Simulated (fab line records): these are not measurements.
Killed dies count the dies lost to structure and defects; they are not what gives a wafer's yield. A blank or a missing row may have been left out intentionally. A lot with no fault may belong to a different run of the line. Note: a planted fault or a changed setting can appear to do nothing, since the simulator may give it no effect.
Problem report in the 8D (eight disciplines) form, filled by code | flow nandHarc | the parts of the form that need people (team, actions taken, sign-off) are left out

== 1. PROBLEM STATEMENT ==
Wafers without a fault read 1.001 a.u. with a standard deviation of 0.01, while oesProductAu at NHARC_A_SLIT_ETCH_29 averages 0.911 a.u. across 2 wafers of 1 lot. Relative to the usual mean, that is a shift of -8.9 standard deviations.
The step: etches the open film in CF4/O2, target depth 100 nm, overetch 10 nm, time 55 s.
Earliest sighting: wafer L178.2 on rieDiel-01 at day 18 06:03. Wafers with a number at this step in the record: 39, from 13 lots. The rule behind "out" and "out of limits": a value lying over 4 standard deviations away from the usual mean. Any other wafer with a number is counted as sound.

== 2. WHAT IT IS; WHAT IT IS NOT ==
question                    | is                | is not
which readings at this step | oesProductAu      | cf4FlowSccm, rfVppV, showerheadPlenumPTorr, throttleValvePct
which lots                  | L178              | L162, L163, L164, L166, L167, L168, L172, L173, L175, L177, L180, L185
which wafers of those lots  | L178.1, L178.2    | L178.5
read on which tools         | rieDiel-01        | rieDiel-03, rieDiel-10
when                        | from day 18 06:03 | up to then (28 sound wafers); but 9 sound wafers of L177, L180, L185 came after

== 3. SUSPECTS, AND WHAT RULES EACH OUT ==
Counting: if a tool at a process step up to the reading ran every lot that is out, it stays a suspect. Sound lots after the first of them don't rule it out here, since some wafers of a struck lot are sound.
- cmp-01 at NHARC_A_SGD_CUT_CMP_21 (polishes, target thk 148.19 nm): kept. It ran the lot that is out, L178 (day 17 22:59); its last sound lot up to then is L172 (day 16 15:24).
- pecvd-02 at NHARC_A_SLIT_DEP_25 (deposits SiO2, target thk 200 nm): kept. It ran the lot that is out, L178 (day 17 23:46); its last sound lot up to then is L172 (day 16 16:26).
- rieDiel-01 at NHARC_A_SLIT_ETCH_24 (etches the open film in CF4/CHF3, target depth 121 nm, time 60.5 s): kept. It ran the lot that is out, L178 (day 18 03:12); its last sound lot up to then is L172 (day 16 22:26).
- rieDiel-01 at NHARC_A_SLIT_ETCH_29 (etches the open film in CF4/O2, target depth 100 nm, overetch 10 nm, time 55 s): kept. It ran the lot that is out, L178 (day 18 06:03); its last sound lot up to then is L175 (day 17 12:06). Out on those wafers are its own readings of oesProductAu.
- Within rieDiel-01 at NHARC_A_SLIT_ETCH_24: the wafers that are out ran in chambers 1, 2; their sound lot-mates ran in chamber 0.
Left after counting: cmp-01 at NHARC_A_SGD_CUT_CMP_21, pecvd-02 at NHARC_A_SLIT_DEP_25, rieDiel-01 at NHARC_A_SLIT_ETCH_24, rieDiel-01 at NHARC_A_SLIT_ETCH_29.

== 4. THE CAUSE (what the simulator had put in) ==
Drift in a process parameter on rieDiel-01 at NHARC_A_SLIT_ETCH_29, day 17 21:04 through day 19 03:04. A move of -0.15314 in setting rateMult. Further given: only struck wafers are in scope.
Counting leaves 4 suspects; this tool is one of them.

== 5. THE EFFECT CHAIN, in route order ==
Rows list readings where the struck wafers' mean (over those with a number) sits beyond 3 standard deviations from the usual. Scope: only readings with a usual standard deviation given in the record; hours: median across lots of the time from each lot's start at the first step in this table that gives one to its start at this step; sigmas: change in usual standard deviations.
hours | step                 | reading      | usual      | on struck wafers | change | sigmas
0     | NHARC_A_SLIT_ETCH_29 | oesProductAu | 1.001 a.u. | 0.911            | -0.089 | -8.9
Process steps it contains:
- NHARC_A_SLIT_ETCH_29: etches the open film in CF4/O2, target depth 100 nm, overetch 10 nm, time 55 s.

== 6. HOW IT WOULD HAVE BEEN CAUGHT EARLIER ==
In this record no reading fell out of limits until day 18 06:03, 9 hours after the fault had begun at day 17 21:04.
